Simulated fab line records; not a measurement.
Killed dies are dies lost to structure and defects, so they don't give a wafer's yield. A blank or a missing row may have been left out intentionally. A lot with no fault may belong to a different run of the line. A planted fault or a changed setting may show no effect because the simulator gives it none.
Chamber matching    flow n5Finfet    N5_BEOL_M8_ETCH_62 on rieDiel-03 has 4 sister chambers
The step etches SOC in N2/H2, target depth 110 nm, overetch 22 nm, time 165 s. 4 wafers are shown with their chamber, then 9 later ones without.

## WAFERS, EACH WITH ITS CHAMBER
wafer   chamber  showerheadPlenumPTorr (Torr)
L084.6  2        2.70
L089.3  1        2.59
L089.4  3        2.45
L089.6  0        2.59

## WAFERS MISSING THEIR CHAMBER
wafer   showerheadPlenumPTorr (Torr)
L090.2  2.58
L090.4  2.59
L090.6  2.58
L092.2  2.58
L092.4  2.59
L092.6  2.58
L095.1  2.69
L095.3  2.58
L095.5  2.69

## WHICH CHAMBER EACH ONE RAN IN
wafer   from the rows above      in truth
L090.2  can't be placed: 0 or 1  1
L090.4  can't be placed: 0 or 1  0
L090.6  can't be placed: 0 or 1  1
L092.2  can't be placed: 0 or 1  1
L092.4  can't be placed: 0 or 1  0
L092.6  can't be placed: 0 or 1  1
L095.1  2                        2
L095.3  can't be placed: 0 or 1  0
L095.5  2                        2
Correct placement for 2 of the 9. These rows do not allow placing 7 (true chamber among the candidates in 7). Number placed wrongly: 0.
How it was worked out, from the rows above alone: a wafer's distance from a chamber is the root of the sum, over the readings, of the square of ((its reading less the chamber's mean) divided by the reading's scatter). The wafer belongs to the nearest chamber; if the next one is less than 2 further off, it can't be placed. For every chamber, the mean is computed from those of its wafers that are shown. The scatter (one wafer shown for each chamber): square how far every hidden wafer sits from the nearest shown wafer, average those squares and take the square root.
